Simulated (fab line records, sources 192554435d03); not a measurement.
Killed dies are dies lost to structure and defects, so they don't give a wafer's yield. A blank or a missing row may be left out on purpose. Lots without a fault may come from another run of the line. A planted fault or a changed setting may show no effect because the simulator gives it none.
Chamber matching | flow n5_finfet | N5_BEOL_M4_ETCH_70 on rie_diel-06: 3 sister chambers
The step etches SOC in N2/H2, target depth 80 nm, overetch 24 nm, time 130 s. 3 wafers are shown with their chamber, then 5 later ones without.

WAFERS WITH THEIR CHAMBER
wafer  | chamber | drypump_motor_current_A (A)
L082.2 | 1       | 5.99
L088.2 | 3       | 5.26
L088.3 | 2       | 5.16

WAFERS WITHOUT THEIR CHAMBER
wafer  | drypump_motor_current_A (A)
L091.1 | 5.97
L091.5 | 5.25
L096.2 | 6.00
L096.3 | 5.27
L096.5 | 5.17

WHICH CHAMBER EACH WENT THROUGH
wafer  | from the rows above | in truth
L091.1 | 1                   | 1
L091.5 | 3                   | 3
L096.2 | 1                   | 1
L096.3 | 3                   | 3
L096.5 | 2                   | 2
Placed correctly: 5 of 5. Can't be placed from these rows: 0. Placed wrongly: 0.
How it was worked out, from the rows above alone: a wafer's distance from a chamber is the root of the sum, over the readings, of the square of ((its reading less the chamber's mean) divided by the reading's scatter). The wafer belongs to the nearest chamber; if the next one is less than 2 further off, it can't be placed. A chamber's mean is the mean of its shown wafers. The scatter: with one shown wafer a chamber, the root of the mean of the squares of how far each hidden wafer lies from its nearest shown one.
